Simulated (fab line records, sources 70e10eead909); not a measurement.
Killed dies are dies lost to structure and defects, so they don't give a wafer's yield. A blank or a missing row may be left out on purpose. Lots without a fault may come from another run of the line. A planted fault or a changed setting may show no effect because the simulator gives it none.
fab line records | flow nand_harc
record lots=21 wafers=63 last_day=34
route steps=1302 shown P_M1@298 P_M2@345 P_BONDPAD@368
lots that met no fault: from a run of the same line without faults
start_h: hours from the record's first day to the start of the lot's first wafer shown | wait_h: hours since the lot's step before | " the same as in the row above | L1.1+2: a row that stands for several wafers | - no value, or no start given | * or withheld: withheld | < > ~ a bound
route shown NAME@n: a module of which the file shows steps, and the number in the route of the first | usual: mean/standard deviation of fault-free wafers | same: alike in all rows | chamber/n: place in a boat | sites: the reading at each site | _std_site: their standard deviation | _edge_site: outer sites' mean less inner sites' | radius_mm: how far each site lies from the wafer's centre | mask NAME#n: copy n | behind: the tool/chamber that last shaped the wafer | hold: why the lot was held/for how many hours/how that ended | device: the transistor (n, p or np) that didn't switch | end of line: the same wafers' tests at the end of the route | a step without rows: its recipe alone | killed: dies lost to structure and defects at the first sort, not the wafer's yield | map: a wafer's dies, x killed, . not, _ none there
set.NAME: the setting as run; set.NAME@STEP: as run at that earlier step | model.NAME: the simulator's own value behind a step, which no gauge read
steps of the route over a sample of lots; a table a step, a row a wafer
services: from which hour (start_h, from the record's first day; less than 0 if before it) a tool's chamber was out of use, for how many hours, and why
## steps
# step NHARC_P_M1_DESCUM_14
# recipe time_s=3 o2_flow_sccm=200 ar_flow_sccm=0 bias_power_w=0 chemistry=O2
# usual drypump_motor_current_A=5.93/0.29 oes_product_au=0.999/0.0097 rf_vpp_V=57.8/0.88 showerhead_plenum_p_Torr=1.93/0.083 throttle_valve_pct=11.311/0.0086
# columns lot.wafer tool chamber start_h wait_h drypump_motor_current_A oes_product_au rf_hours_counter_h rf_vpp_V showerhead_plenum_p_Torr throttle_valve_pct
L074.2 rie_diel-11 1 128.89 0.1 6.11 1.003 3 57.6 1.78 11.313
L074.1 " 3 " " 5.86 0.997 3 56.5 1.87 11.313
L074.5 " 3 " " 5.87 1.002 - 57.9 1.87 11.295
L075.3 rie_diel-11 3 132.51 0.1 5.87 0.993 3 59.1 1.87 11.308
L075.4 " 0 " " 6.45 0.991 4 58.3 2.00 11.300
L075.1 " 1 " " 6.19 1.002 4 58.0 1.78 11.295
L076.2 rie_diel-02 0 145.28 0.1 5.64 1.010 34 56.4 1.82 11.315
L076.5 " 2 " " 5.89 0.999 - 56.7 1.84 11.311
L076.6 " 3 " " 5.25 0.997 - 59.4 2.06 11.313
L077.2 rie_diel-02 1 151.33 0.1 5.36 0.995 20 58.0 1.99 11.302
L077.1 " 2 " " 5.96 0.996 31 57.9 1.84 11.309
L077.4 " 3 " " 5.25 0.992 36 59.5 2.06 11.310
L080.4 rie_diel-11 3 181.01 0.1 5.87 1.007 8 58.5 1.87 11.301
L080.1 " 0 " " 6.46 1.005 9 55.6 2.00 11.311
L080.6 " 3 " " 5.80 1.008 - 57.7 1.87 11.311
L081.1 rie_diel-11 3 195.16 0.1 5.86 1.005 10 58.1 1.87 11.311
L081.4 " 1 " " 6.17 0.996 10 56.6 1.77 11.298
L081.6 " 2 " " 5.56 0.994 - 57.9 1.94 11.316
L082.2 rie_diel-09 3 203.60 0.1 6.12 0.984 4 58.4 1.89 11.307
L082.1 " 0 " " 5.95 1.004 4 58.0 2.06 11.302
L082.4 " 2 " " 5.77 1.006 - 57.9 1.96 11.298
L083.4 rie_diel-11 3 223.29 0.1 5.87 1.008 12 58.0 1.87 11.307
L083.2 " 1 " " 6.17 1.017 13 56.7 1.77 11.317
L083.5 " 2 " " 5.54 1.010 - 56.9 1.93 11.315
L085.1 rie_diel-09 0 239.24 0.1 5.97 1.000 7 58.7 2.06 11.328
L085.6 " 0 " " 5.96 1.000 - 57.9 2.06 11.305
L085.5 " 1 " " 5.86 0.991 - 58.6 1.97 11.322
L086.1 rie_diel-09 3 242.22 0.1 6.06 0.987 6 57.5 1.89 11.323
L086.2 " 1 " " 5.88 1.007 3 58.0 1.97 11.312
L086.4 " 2 " " 5.82 0.992 7 59.0 1.96 11.296
L087.4 rie_diel-09 2 256.31 0.1 5.82 1.005 9 56.9 1.96 11.327
L087.2 " 3 " " 6.14 0.994 8 56.3 1.89 11.290
L087.6 " 3 " " 6.15 0.983 - 57.5 1.89 11.339
L088.3 rie_diel-11 2 272.31 0.1 5.56 1.008 0 58.6 1.93 11.318
L088.1 " 3 " " 5.87 0.984 0 58.1 1.86 11.294
L088.4 " 0 " " 6.49 0.992 0 57.0 2.00 11.308
L089.3 rie_diel-11 2 273.31 0.1 5.56 1.005 0 57.4 1.93 11.314
L089.4 " 3 " " 5.85 0.996 0 58.7 1.86 11.307
L089.5 " 0 " " 6.49 0.994 - 56.3 2.00 11.311
L090.4 rie_diel-09 2 284.17 0.1 5.79 0.992 12 58.4 1.96 11.300
L090.1 " 3 " " 6.11 0.996 12 58.0 1.89 11.307
L090.6 " 0 " " 5.96 0.996 - 57.9 2.06 11.314
L091.3 rie_diel-09 3 289.72 0.1 6.13 0.992 12 58.1 1.89 11.309
L091.5 " 1 " " 5.87 0.993 - 57.0 1.96 11.320
L091.6 " 2 " " 5.83 0.995 - 57.0 1.96 11.310
L092.1 rie_diel-09 0 306.07 0.1 5.93 0.979 13 58.5 2.06 11.308
L092.6 " 2 " " 5.78 1.007 - 57.1 1.96 11.319
L092.5 " 3 " " 6.17 0.991 - 57.6 1.89 11.324
L093.2 rie_diel-09 3 315.81 0.1 6.09 1.006 14 56.7 1.89 11.322
L093.3 " 1 " " 5.88 1.007 10 58.2 1.96 11.307
L093.6 " 3 " " 6.10 0.999 - 57.9 1.89 11.320
L094.2 rie_diel-02 1 325.42 0.1 5.32 1.032 27 59.0 1.97 11.305
L094.6 " 3 " " 5.28 0.992 - 58.0 2.05 11.307
L094.5 " 0 " " 5.64 1.015 - 58.8 1.81 11.306
L095.2 rie_diel-09 0 332.47 0.1 5.97 0.986 0 59.0 2.05 11.293
L095.3 " 1 " " 5.88 1.005 0 57.1 1.96 11.315
L095.6 " 3 " " 6.12 1.023 - 58.3 1.89 11.302
L096.3 rie_diel-09 2 346.26 0.1 5.79 1.007 1 58.4 1.96 11.313
L096.1 " 3 " " 6.11 1.000 1 58.6 1.89 11.318
L096.6 " 2 " " 5.78 1.001 - 57.3 1.96 11.325
L097.2 rie_diel-09 3 361.71 0.1 6.12 0.989 2 57.4 1.89 11.311
L097.6 " 2 " " 5.80 1.007 - 57.3 1.96 11.303
L097.5 " 3 " " 6.09 0.998 - 57.5 1.89 11.311
# step NHARC_P_M1_STRIP_18
# recipe power_w=1000 n2_flow_sccm=150 h2_flow_sccm=150 ar_flow_sccm=0 bias_w=0 chemistry=N2/H2
# usual drypump_motor_current_A=5.90/0.29 n2_flow_sccm=150.0/0.47 oes_product_au=1.000/0.011 rf_vpp_V=90.8/1 showerhead_plenum_p_Torr=2.06/0.094 throttle_valve_pct=14.170/0.0087
# columns lot.wafer tool chamber start_h wait_h drypump_motor_current_A n2_flow_sccm oes_product_au rf_hours_counter_h rf_vpp_V showerhead_plenum_p_Torr throttle_valve_pct
L074.1 rie_diel-11 3 129.31 0.1 5.88 149.8 0.996 3 90.2 1.99 14.168
L074.2 " 1 " " 6.17 149.6 0.994 3 89.9 1.89 14.167
L074.5 " 3 " " 5.84 149.7 0.989 - 90.4 1.99 14.180
L075.3 rie_diel-09 2 132.92 0.1 5.81 150.2 1.005 10 91.1 2.09 14.162
L075.1 " 0 " " 5.96 150.1 0.991 9 92.9 2.20 14.179
L075.4 " 2 " " 5.79 150.5 1.010 - 91.4 2.09 14.166
L076.2 rie_diel-02 2 145.67 0.1 5.91 151.0 1.010 30 90.8 1.96 14.159
L076.6 " 1 " " 5.34 150.2 1.007 - 91.1 2.12 14.179
L076.5 " 2 " " 5.92 150.7 0.999 - 89.7 1.96 14.166
L077.4 rie_diel-11 2 151.71 0.1 5.54 150.6 1.016 5 91.4 2.06 14.173
L077.1 " 3 " " 5.87 149.7 1.007 6 91.1 1.99 14.171
L077.2 " 1 " " 6.16 150.2 0.996 6 89.8 1.89 14.176
L080.1 rie_diel-09 2 181.39 0.1 5.83 150.9 1.011 2 91.2 2.09 14.167
L080.4 " 3 " " 6.12 149.4 0.989 1 89.8 2.02 14.161
L080.6 " 2 " " 5.79 151.1 1.007 - 93.3 2.09 14.174
L081.1 rie_diel-02 1 195.57 0.1 5.35 149.5 1.015 39 92.3 2.11 14.168
L081.4 " 1 " " 5.37 150.0 1.001 - 91.1 2.11 14.170
L081.6 " 2 " " 5.92 149.9 0.998 - 90.2 1.96 14.156
L082.1 rie_diel-11 3 204.04 0.1 5.89 151.0 1.017 11 90.9 1.99 14.171
L082.4 " 0 " " 6.49 150.1 1.014 12 90.2 2.14 14.169
L082.2 " 1 " " 6.18 150.0 1.010 11 89.1 1.89 14.171
L083.2 rie_diel-11 0 223.66 0.1 6.47 150.4 1.004 13 91.1 2.13 14.167
L083.4 " 3 " " 5.86 150.0 1.013 12 90.1 1.99 14.169
L083.5 " 0 " " 6.48 150.7 1.001 - 91.8 2.13 14.177
L085.1 rie_diel-09 3 239.68 0.1 6.15 149.2 0.978 6 93.4 2.01 14.172
L085.5 " 1 " " 5.87 149.6 0.998 - 91.8 2.10 14.169
L085.6 " 2 " " 5.80 150.6 0.994 - 90.4 2.09 14.168
L086.4 rie_diel-11 2 242.63 0.1 5.53 149.5 1.004 14 92.4 2.06 14.175
L086.1 " 3 " " 5.85 150.3 1.018 14 89.7 1.99 14.158
L086.2 " 0 " " 6.44 149.2 1.005 15 90.6 2.13 14.179
L087.4 rie_diel-09 1 256.69 0.1 5.88 149.8 0.998 5 91.9 2.10 14.167
L087.2 " 2 " " 5.79 149.1 1.009 9 90.9 2.09 14.176
L087.6 " 2 " " 5.82 149.9 1.000 - 90.3 2.09 14.159
L088.4 rie_diel-09 0 272.70 0.1 5.99 149.7 1.004 11 91.3 2.20 14.173
L088.3 " 1 " " 5.87 150.3 0.987 7 92.4 2.10 14.165
L088.1 " 2 " " 5.80 150.0 0.992 11 91.3 2.09 14.158
L089.4 rie_diel-09 0 273.67 0.1 5.98 149.4 1.004 11 90.2 2.20 14.168
L089.3 " 2 " " 5.79 150.1 1.003 11 91.5 2.09 14.170
L089.5 " 0 " " 5.98 149.5 1.010 - 91.5 2.20 14.174
L090.4 rie_diel-09 1 284.57 0.1 5.87 150.2 0.999 8 90.4 2.10 14.170
L090.1 " 2 " " 5.81 149.3 1.002 12 90.0 2.09 14.181
L090.6 " 1 " " 5.86 150.0 0.991 - 91.2 2.10 14.186
L091.3 rie_diel-02 2 290.08 0.1 5.95 150.5 1.014 15 90.5 1.95 14.188
L091.5 " 2 " " 5.97 150.2 1.023 - 89.7 1.95 14.174
L091.6 " 3 " " 5.28 149.8 0.989 - 91.0 2.19 14.165
L092.1 rie_diel-09 2 306.55 0.1 5.76 150.5 1.004 14 90.3 2.09 14.175
L092.5 " 3 " " 6.12 149.4 0.998 - 90.5 2.01 14.173
L092.6 " 0 " " 6.00 150.0 0.991 - 91.3 2.20 14.165
L093.3 rie_diel-09 1 316.21 0.1 5.87 149.8 1.006 10 91.7 2.09 14.191
L093.2 " 3 " " 6.12 149.6 0.995 14 89.8 2.01 14.172
L093.6 " 1 " " 5.87 149.8 1.002 - 91.6 2.09 14.155
L094.2 rie_diel-02 2 325.81 0.1 5.96 150.3 1.006 28 90.0 1.94 14.165
L094.6 " 1 " " 5.36 150.9 1.011 - 90.9 2.10 14.162
L094.5 " 2 " " 5.96 150.6 1.014 - 90.9 1.94 14.172
L095.3 rie_diel-11 3 332.89 0.1 5.91 150.5 0.995 2 89.8 1.99 14.158
L095.2 " 0 " " 6.46 150.1 0.981 2 91.6 2.13 14.163
L095.6 " 2 " " 5.56 150.1 0.990 - 90.4 2.06 14.162
L096.3 rie_diel-11 1 346.64 0.1 6.19 149.9 0.993 4 89.6 1.88 14.171
L096.1 " 2 " " 5.54 149.8 1.006 4 91.4 2.06 14.158
L096.6 " 2 " " 5.54 150.2 0.988 - 89.6 2.06 14.180
L097.2 rie_diel-09 2 362.13 0.1 5.80 150.1 1.002 2 89.5 2.09 14.174
L097.5 " 0 " " 6.00 150.3 0.978 - 93.0 2.19 14.175
L097.6 " 1 " " 5.87 150.9 1.006 - 90.6 2.09 14.167
# step NHARC_P_M1_ANNEAL_31
# recipe temp_c=225 time_s=90
# usual anneal_temp_c_max=225.97/0.3 wafer_temp_C_max=226.1/0.36
# columns lot.wafer tool chamber start_h wait_h anneal_temp_c_max wafer_temp_C_max
L074.1 rtp_anneal-02 0 130.74 - 225.65 225.6
L074.2 " 0 " " 226.11 225.8
L074.5 " 0 " " 225.78 225.6
L075.1 rtp_anneal-01 0 134.33 0.3 226.66 226.5
L075.3 " 0 " " 226.65 226.6
L075.4 " 0 " " 226.07 226.3
L076.2 rtp_anneal-01 0 147.07 - 226.45 226.3
L076.5 " 0 " " 226.45 226.1
L076.6 " 0 " " 226.55 226.3
L077.1 rtp_anneal-01 0 153.22 0.4 225.97 225.9
L077.2 " 0 " " 225.82 226.8
L077.4 " 0 " " 225.99 226.3
L080.1 rtp_anneal-01 0 182.80 0.3 226.21 226.6
L080.4 " 0 " " 226.30 226.7
L080.6 " 0 " " 226.03 226.1
L081.1 rtp_anneal-02 0 196.98 - 225.85 226.3
L081.4 " 0 " " 225.39 226.1
L081.6 " 0 " " 225.68 225.8
L082.1 rtp_anneal-02 0 206.04 - 225.82 226.0
L082.2 " 0 " " 225.77 226.3
L082.4 " 0 " " 225.89 226.0
L083.2 rtp_anneal-01 0 225.09 - 225.75 226.2
L083.4 " 0 " " 225.98 226.3
L083.5 " 0 " " 225.97 226.5
L085.1 rtp_anneal-01 0 241.05 0.3 226.00 226.3
L085.5 " 0 " " 225.92 226.8
L085.6 " 0 " " 226.36 226.1
L086.1 rtp_anneal-02 0 243.97 - 225.68 225.4
L086.2 " 0 " " 225.75 225.9
L086.4 " 0 " " 225.68 225.7
L087.2 rtp_anneal-01 0 258.17 0.3 225.80 226.3
L087.4 " 0 " " 226.63 226.2
L087.6 " 0 " " 226.15 226.6
L088.1 rtp_anneal-01 0 274.09 - 225.50 226.7
L088.3 " 0 " " 225.48 226.3
L088.4 " 0 " " 225.91 225.7
L089.3 rtp_anneal-02 0 275.14 - 225.73 225.7
L089.4 " 0 " " 225.59 225.8
L089.5 " 0 " " 225.88 226.2
L090.1 rtp_anneal-01 0 285.97 - 225.93 226.5
L090.4 " 0 " " 226.05 226.2
L090.6 " 0 " " 226.18 226.1
L091.3 rtp_anneal-01 0 291.57 0.3 225.92 226.2
L091.5 " 0 " " 226.08 226.0
L091.6 " 0 " " 226.03 225.9
L092.1 rtp_anneal-01 0 307.89 0.3 226.49 226.3
L092.5 " 0 " " 225.83 226.2
L092.6 " 0 " " 226.23 226.4
L093.2 rtp_anneal-02 0 317.62 0.3 225.79 225.8
L093.3 " 0 " " 225.86 226.3
L093.6 " 0 " " 225.67 225.6
L094.2 rtp_anneal-01 0 327.69 0.3 225.90 226.2
L094.5 " 0 " " 226.26 226.1
L094.6 " 0 " " 226.37 226.3
L095.2 rtp_anneal-01 0 334.29 0.4 226.42 226.5
L095.3 " 0 " " 226.38 225.9
L095.6 " 0 " " 226.12 226.2
L096.1 rtp_anneal-01 0 348.26 - 226.60 226.4
L096.3 " 0 " " 226.30 226.0
L096.6 " 0 " " 226.06 226.2
L097.2 rtp_anneal-01 0 363.50 0.4 225.94 226.2
L097.5 " 0 " " 225.61 226.3
L097.6 " 0 " " 226.24 226.1
# step NHARC_P_M2_THK_MEAS_24
# recipe thk_meas_gauge=xrf
# usual thk_nm=144.5/1.7
# columns lot.wafer tool chamber start_h wait_h thk_nm
L074.1 film_metro-01 - 135.67 - 145.7
L074.2 " - " " 142.6
L074.5 " - " " 144.0
L075.1 film_metro-02 - 139.12 - 143.6
L075.3 " - " " 142.8
L075.4 " - " " 144.7
L076.2 film_metro-01 - 151.88 - 143.1
L076.5 " - " " 143.3
L076.6 " - " " 146.7
L077.1 film_metro-01 - 158.08 - 144.9
L077.2 " - " " 145.0
L077.4 " - " " 145.9
L080.1 film_metro-02 - 187.51 - 144.3
L080.4 " - " " 144.4
L080.6 " - " " 145.2
L081.1 film_metro-02 - 201.66 - 142.8
L081.4 " - " " 148.5
L081.6 " - " " 143.7
L082.1 film_metro-01 - 210.91 - 145.4
L082.2 " - " " 143.0
L082.4 " - " " 143.7
L083.2 film_metro-02 - 229.93 - 144.5
L083.4 " - " " 144.0
L083.5 " - " " 142.7
L085.1 film_metro-02 - 245.95 - 144.1
L085.5 " - " " 145.9
L085.6 " - " " 144.8
L086.1 film_metro-01 - 248.91 - 144.8
L086.2 " - " " 141.3
L086.4 " - " " 144.8
L087.2 film_metro-02 - 263.02 - 144.3
L087.4 " - " " 145.1
L087.6 " - " " 143.2
L088.1 film_metro-01 - 279.38 - 141.6
L088.3 " - " " 143.1
L088.4 " - " " 146.2
L089.3 film_metro-02 - 279.86 - 143.5
L089.4 " - " " 146.2
L089.5 " - " " 143.9
L090.1 film_metro-02 - 290.84 - 140.8
L090.4 " - " " 142.9
L090.6 " - " " 142.9
L091.3 film_metro-02 - 296.47 - 145.1
L091.5 " - " " 146.3
L091.6 " - " " 140.9
L092.1 film_metro-01 - 312.92 - 146.1
L092.5 " - " " 144.6
L092.6 " - " " 146.0
L093.2 film_metro-01 - 322.61 - 143.4
L093.3 " - " " 147.1
L093.6 " - " " 144.5
L094.2 film_metro-02 - 332.34 - 145.8
L094.5 " - " " 143.8
L094.6 " - " " 141.6
L095.2 film_metro-01 - 339.19 - 141.8
L095.3 " - " " 143.5
L095.6 " - " " 144.4
L096.1 film_metro-02 - 353.50 - 146.0
L096.3 " - " " 147.2
L096.6 " - " " 146.3
L097.2 film_metro-01 - 368.13 - 148.9
L097.5 " - " " 146.4
L097.6 " - " " 147.1
# step NHARC_P_BONDPAD_ETCH_37
# recipe target_depth_a=600 overetch_a=180 time_s=65.91 ion_energy_ev=200 n2_flow_sccm=150 h2_flow_sccm=150 ar_flow_sccm=0 rf_w=400 bias_w=150 chemistry=N2/H2
# usual drypump_motor_current_A=6.0/0.42 n2_flow_sccm=150.0/0.44 oes_product_au=0.997/0.014 rf_vpp_V=430.8/2.1 showerhead_plenum_p_Torr=2.05/0.072 throttle_valve_pct=14.171/0.0091
# columns lot.wafer tool chamber start_h wait_h drypump_motor_current_A n2_flow_sccm oes_product_au rf_hours_counter_h rf_vpp_V showerhead_plenum_p_Torr throttle_valve_pct
L074.1 rie_diel-08 0 137.90 0.1 5.7 150.4 0.993 5.1 430.8 2.00 14.167
L074.2 " 3 " " 6.6 150.2 1.004 4.5 426.8 1.90 14.161
L074.5 " 1 " " 5.9 150.6 1.013 - 431.0 2.08 14.160
L075.1 rie_diel-12 2 141.38 0.1 5.8 149.7 1.027 2.5 431.0 2.03 14.173
L075.3 " 0 " " 5.9 150.1 0.999 3.2 431.7 2.11 14.177
L075.4 " 0 " " 5.9 149.6 0.994 - 431.8 2.11 14.183
L076.2 rie_diel-07 0 154.17 0.1 5.8 150.2 0.968 0.3 433.7 2.18 14.180
L076.6 " 2 " " 6.1 150.7 0.995 - 426.9 1.92 14.183
L076.5 " 3 " " 5.7 150.0 0.993 - 431.6 2.08 14.181
L077.1 rie_diel-12 0 160.34 0.1 5.9 149.1 0.998 4.5 430.7 2.11 14.173
L077.2 " 1 " " 6.5 149.5 0.993 4.7 430.8 2.03 14.181
L077.4 " 1 " " 6.5 150.0 0.987 - 431.1 2.03 14.171
L080.4 rie_diel-07 2 189.73 0.1 6.1 150.3 0.987 1.4 427.3 1.92 14.160
L080.1 " 0 " " 5.8 149.9 0.971 1.3 435.5 2.18 14.169
L080.6 " 3 " " 5.7 150.3 0.975 - 431.4 2.08 14.173
L081.1 rie_diel-12 1 203.79 0.1 6.5 150.2 0.989 7.1 431.3 2.03 14.171
L081.4 " 2 " " 5.7 150.4 1.021 5.3 429.8 2.03 14.182
L081.6 " 0 " " 5.9 150.5 0.989 - 433.8 2.11 14.175
L082.1 rie_diel-07 1 213.12 0.1 5.0 150.1 0.990 2.0 432.1 2.11 14.175
L082.2 " 2 " " 6.1 150.0 0.986 2.1 427.6 1.92 14.159
L082.4 " 3 " " 5.7 150.6 0.982 2.4 431.1 2.08 14.160
L083.2 rie_diel-12 2 232.24 0.1 5.8 150.2 1.018 7.3 429.3 2.03 14.161
L083.4 " 2 " " 5.7 150.2 1.033 - 430.4 2.02 14.169
L083.5 " 3 " " 6.4 150.1 1.018 - 431.5 2.07 14.171
L085.1 rie_diel-07 0 248.72 0.6 5.8 149.2 0.968 2.9 434.8 2.18 14.174
L085.5 " 1 " " 5.0 150.7 0.981 - 431.6 2.11 14.146
L085.6 " 2 " " 6.1 149.6 0.986 - 427.2 1.92 14.168
L086.4 rie_diel-12 0 251.05 0.1 5.9 150.2 0.991 8.7 431.9 2.11 14.173
L086.2 " 1 " " 6.5 149.5 1.012 10.0 431.1 2.03 14.171
L086.1 " 2 " " 5.7 150.4 1.028 8.0 431.0 2.03 14.172
L087.4 rie_diel-08 0 265.34 0.1 5.7 149.2 0.988 3.3 430.5 2.00 14.170
L087.2 " 2 " " 6.6 150.1 0.996 3.5 430.1 2.08 14.164
L087.6 " 0 " " 5.7 149.2 0.983 - 428.9 2.00 14.169
L088.3 rie_diel-08 2 281.96 0.1 6.5 150.0 0.994 4.1 431.9 2.08 14.180
L088.4 " 3 " " 6.6 150.2 0.988 4.3 425.5 1.90 14.158
L088.1 " 0 " " 5.7 149.9 0.993 4.5 429.6 2.00 14.191
L089.3 rie_diel-12 2 282.23 0.1 5.8 151.3 1.017 0.4 430.7 2.02 14.172
L089.4 " 3 " " 6.3 150.3 1.016 0.7 432.5 2.07 14.155
L089.5 " 1 " " 6.5 150.1 0.985 - 430.9 2.03 14.185
L090.1 rie_diel-08 3 292.97 0.1 6.6 149.2 0.998 4.5 427.0 1.90 14.170
L090.4 " 1 " " 6.0 149.0 0.996 4.6 431.4 2.08 14.187
L090.6 " 2 " " 6.5 151.2 1.007 - 431.7 2.08 14.165
L091.3 rie_diel-08 3 298.77 0.1 6.7 150.0 0.996 5.1 427.4 1.90 14.181
L091.5 " 0 " " 5.7 150.4 0.984 - 428.5 2.00 14.164
L091.6 " 1 " " 5.9 149.7 0.991 - 431.0 2.08 14.168
L092.1 rie_diel-07 1 315.16 0.1 5.0 150.7 1.013 0.4 433.4 2.11 14.183
L092.5 " 2 " " 6.0 149.9 1.001 - 428.1 1.92 14.160
L092.6 " 3 " " 5.6 151.0 0.987 - 431.2 2.08 14.184
L093.2 rie_diel-08 0 325.02 0.1 5.7 150.6 0.984 6.8 431.2 2.00 14.167
L093.3 " 1 " " 5.9 150.5 0.992 7.1 430.5 2.08 14.167
L093.6 " 0 " " 5.7 149.8 0.981 - 429.4 2.00 14.156
L094.2 rie_diel-12 3 334.75 0.1 6.4 149.7 0.988 3.8 431.6 2.07 14.166
L094.6 " 3 " " 6.3 150.3 0.992 - 432.5 2.07 14.170
L094.5 " 0 " " 5.9 150.5 1.001 - 432.7 2.11 14.165
L095.2 rie_diel-07 1 341.51 0.1 5.0 149.6 1.029 0.8 432.0 2.11 14.169
L095.3 " 0 " " 5.8 150.0 0.985 0.8 434.5 2.18 14.163
L095.6 " 2 " " 6.1 150.0 0.990 - 428.7 1.92 14.170
L096.3 rie_diel-07 2 356.32 0.1 6.0 149.6 1.007 1.5 428.1 1.92 14.178
L096.1 " 3 " " 5.7 150.6 0.990 1.5 433.4 2.08 14.166
L096.6 " 0 " " 5.9 150.1 1.003 - 432.8 2.18 14.186
L097.2 rie_diel-12 3 371.60 0.1 6.3 149.7 0.999 4.8 431.8 2.06 14.181
L097.5 " 0 " " 5.9 150.2 0.988 - 434.4 2.11 14.175
L097.6 " 1 " " 6.5 149.7 0.993 - 430.0 2.03 14.179
# step NHARC_P_BONDPAD_STRIP_15
# recipe o2_flow_sccm=500 ar_flow_sccm=0 bias_w=0 chemistry=O2
# usual drypump_motor_current_A=6.0/0.45 oes_product_au=0.994/0.014 rf_vpp_V=57.9/0.91 showerhead_plenum_p_Torr=3.54/0.13 throttle_valve_pct=17.037/0.0087
# columns lot.wafer tool chamber start_h wait_h drypump_motor_current_A oes_product_au rf_hours_counter_h rf_vpp_V showerhead_plenum_p_Torr throttle_valve_pct
L074.2 rie_diel-12 1 138.21 0.1 6.5 0.990 3.4 56.8 3.52 17.051
L074.1 " 2 " " 5.8 1.036 2.4 57.6 3.51 17.038
L074.5 " 2 " " 5.8 1.036 - 57.8 3.51 17.037
L075.1 rie_diel-07 0 141.72 0.1 5.8 0.970 0.2 57.2 3.75 17.031
L075.3 " 2 " " 6.1 0.991 0.2 57.4 3.34 17.042
L075.4 " 3 " " 5.7 0.991 0.2 56.3 3.59 17.027
L076.2 rie_diel-12 1 154.49 0.1 6.5 0.982 4.2 56.0 3.52 17.043
L076.5 " 0 " " 6.0 0.995 - 58.7 3.64 17.044
L076.6 " 2 " " 5.7 1.027 - 58.8 3.51 17.051
L077.4 rie_diel-07 2 160.67 0.1 6.0 0.997 0.5 56.9 3.34 17.026
L077.1 " 3 " " 5.7 0.993 0.5 59.1 3.59 17.047
L077.2 " 1 " " 5.0 0.993 0.4 58.0 3.64 17.048
L080.1 rie_diel-08 3 190.08 0.1 6.6 1.005 8.8 57.4 3.31 17.034
L080.6 " 0 " " 5.7 0.968 - 58.4 3.47 17.027
L080.4 " 2 " " 6.5 0.997 - 56.8 3.59 17.043
L081.4 rie_diel-08 2 204.09 0.1 6.5 0.999 0.1 59.1 3.59 17.049
L081.1 " 3 " " 6.6 0.999 0.1 56.0 3.31 17.034
L081.6 " 1 " " 5.9 1.008 - 56.8 3.60 17.051
L082.1 rie_diel-12 3 213.41 0.1 6.4 1.028 4.5 57.3 3.57 17.032
L082.2 " 0 " " 6.0 1.000 7.6 58.8 3.64 17.031
L082.4 " 1 " " 6.5 0.999 7.8 57.5 3.52 17.038
L083.2 rie_diel-08 0 232.58 0.1 5.7 0.999 1.4 58.5 3.47 17.043
L083.4 " 2 " " 6.6 0.996 1.6 57.6 3.59 17.027
L083.5 " 3 " " 6.6 0.994 - 57.6 3.31 17.049
L085.1 rie_diel-08 1 249.03 0.1 5.9 0.994 1.7 57.2 3.60 17.044
L085.6 " 3 " " 6.6 0.997 - 56.7 3.31 17.039
L085.5 " 0 " " 5.7 1.002 - 58.6 3.47 17.037
L086.4 rie_diel-07 3 251.36 0.1 5.7 0.981 3.2 58.1 3.59 17.023
L086.1 " 0 " " 5.8 0.972 3.0 59.4 3.75 17.028
L086.2 " 1 " " 5.0 0.995 2.8 58.1 3.64 17.040
L087.2 rie_diel-07 0 265.64 0.1 5.9 0.979 3.2 56.4 3.75 17.033
L087.4 " 1 " " 5.0 0.993 - 57.4 3.64 17.036
L087.6 " 2 " " 6.1 0.993 - 56.8 3.34 17.026
L088.4 rie_diel-08 0 282.25 0.1 5.7 0.981 4.6 58.0 3.47 17.031
L088.3 " 1 " " 5.9 0.991 4.5 59.4 3.60 17.039
L088.1 " 3 " " 6.6 0.988 4.3 58.1 3.31 17.047
L089.3 rie_diel-12 0 282.52 0.1 5.9 1.010 0.7 56.7 3.64 17.043
L089.4 " 1 " " 6.5 0.987 0.5 58.4 3.51 17.046
L089.5 " 1 " " 6.6 0.990 - 58.1 3.51 17.038
L090.1 rie_diel-07 0 293.30 0.1 5.8 0.970 3.8 57.3 3.75 17.035
L090.4 " 1 " " 5.0 0.986 3.7 58.6 3.64 17.028
L090.6 " 3 " " 5.7 0.981 - 58.8 3.59 17.054
L091.3 rie_diel-08 0 299.10 0.1 5.7 0.979 5.4 57.5 3.47 17.035
L091.6 " 1 " " 5.9 0.998 - 57.6 3.59 17.031
L091.5 " 2 " " 6.6 0.998 - 58.0 3.59 17.044
L092.1 rie_diel-08 1 315.49 0.1 5.9 1.001 6.0 57.7 3.59 17.027
L092.5 " 2 " " 6.5 0.984 - 56.5 3.59 17.044
L092.6 " 3 " " 6.6 1.000 - 58.4 3.31 17.043
L093.2 rie_diel-12 2 325.34 0.1 5.7 1.008 2.8 57.7 3.50 17.053
L093.3 " 3 " " 6.3 1.000 3.3 59.5 3.57 17.025
L093.6 " 1 " " 6.5 0.984 - 57.1 3.51 17.046
L094.2 rie_diel-07 1 335.06 0.1 5.0 1.018 0.6 58.5 3.64 17.041
L094.5 " 0 " " 5.8 0.986 - 59.8 3.75 17.042
L094.6 " 1 " " 5.0 1.027 - 58.6 3.64 17.034
L095.2 rie_diel-12 0 341.83 0.1 5.9 0.966 4.1 58.3 3.63 17.046
L095.3 " 1 " " 6.5 0.982 3.6 59.4 3.51 17.040
L095.6 " 0 " " 5.9 0.978 - 57.4 3.63 17.039
L096.1 rie_diel-07 2 356.64 0.1 6.1 1.002 1.6 58.7 3.34 17.046
L096.3 " 0 " " 5.9 0.991 1.7 58.6 3.75 17.022
L096.6 " 2 " " 6.1 0.993 - 58.1 3.34 17.036
L097.2 rie_diel-12 0 371.90 0.1 5.9 0.987 5.9 60.1 3.63 17.040
L097.6 " 3 " " 6.4 1.008 - 58.5 3.57 17.034
L097.5 " 0 " " 6.0 0.987 - 57.4 3.63 17.043
## services
# columns tool chamber start_h hours kind
rie_diel-09 3 112.43 26.0 repair
rie_diel-07 - 117.20 9.0 pm
rie_diel-11 2 125.77 6.5 repair
rie_diel-07 3 133.89 4.8 repair
rie_diel-12 3 134.20 29.8 repair
rie_diel-09 - 143.10 9.0 pm
rie_diel-09 1 161.20 4.3 repair
rie_diel-12 2 165.69 20.1 repair
rie_diel-08 2 179.00 7.0 repair
rie_diel-09 1 189.00 34.1 repair
rie_diel-09 3 209.28 3.9 repair
rie_diel-12 - 218.04 0.4 repair
rie_diel-12 0 227.54 5.6 repair
rie_diel-07 2 233.50 3.3 repair
rie_diel-11 - 255.50 9.0 pm
rie_diel-07 3 259.92 6.5 repair
rie_diel-12 - 268.40 9.0 pm
rie_diel-07 0 277.87 10.2 repair
rie_diel-11 - 280.21 37.0 repair
rie_diel-12 2 293.96 1.9 repair
rie_diel-07 - 294.20 9.0 pm
rie_diel-09 - 320.10 9.0 pm
rie_diel-12 3 335.88 17.3 repair
rie_diel-07 1 346.68 12.2 repair
## key
fault none
